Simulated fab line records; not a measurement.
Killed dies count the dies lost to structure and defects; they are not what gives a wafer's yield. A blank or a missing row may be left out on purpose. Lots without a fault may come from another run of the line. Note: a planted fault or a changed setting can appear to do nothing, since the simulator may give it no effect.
Chamber matching -- flow nand harc -- NHARC_A_STAIRCASE_DESCUM_443 on rie diel-03 has 4 sister chambers
The step chemistry O2, time 3 s. 4 wafers are shown with their chamber, then 12 later ones without.

== WAFERS WITH THEIR CHAMBER ==
wafer,chamber,drypump motor current A (A)
L077.1,1,6.3
L086.3,0,4.8
L086.4,3,5.8
L086.5,2,6.2

== WAFERS WITHOUT THEIR CHAMBER ==
wafer,drypump motor current A (A)
L089.2,5.8
L089.4,4.8
L089.6,6.2
L093.1,5.8
L093.3,4.9
L093.6,6.3
L094.1,6.3
L094.4,4.8
L094.5,5.8
L096.2,5.8
L096.4,6.2
L096.6,6.2

== WHICH CHAMBER EACH WENT THROUGH ==
wafer,from the rows above,in truth
L089.2,3,3
L089.4,0,0
L089.6,2,2
L093.1,3,3
L093.3,0,0
L093.6,1,1
L094.1,1,1
L094.4,0,0
L094.5,3,3
L096.2,3,3
L096.4,2,2
L096.6,2,2
Placed correctly: 12 of 12. Not placeable from these rows: 0. Number placed wrongly: 0.
How it was worked out, from the rows above alone: a wafer's distance from a chamber is the root of the sum, over the readings, of the square of ((its reading less the chamber's mean) divided by the reading's scatter). The wafer belongs to the nearest chamber; if the next one is less than 2 further off, it can't be placed. Each chamber's mean is taken over the wafers shown for it. The scatter (one wafer shown for each chamber): square how far every hidden wafer sits from the nearest shown wafer, average those squares and take the square root.
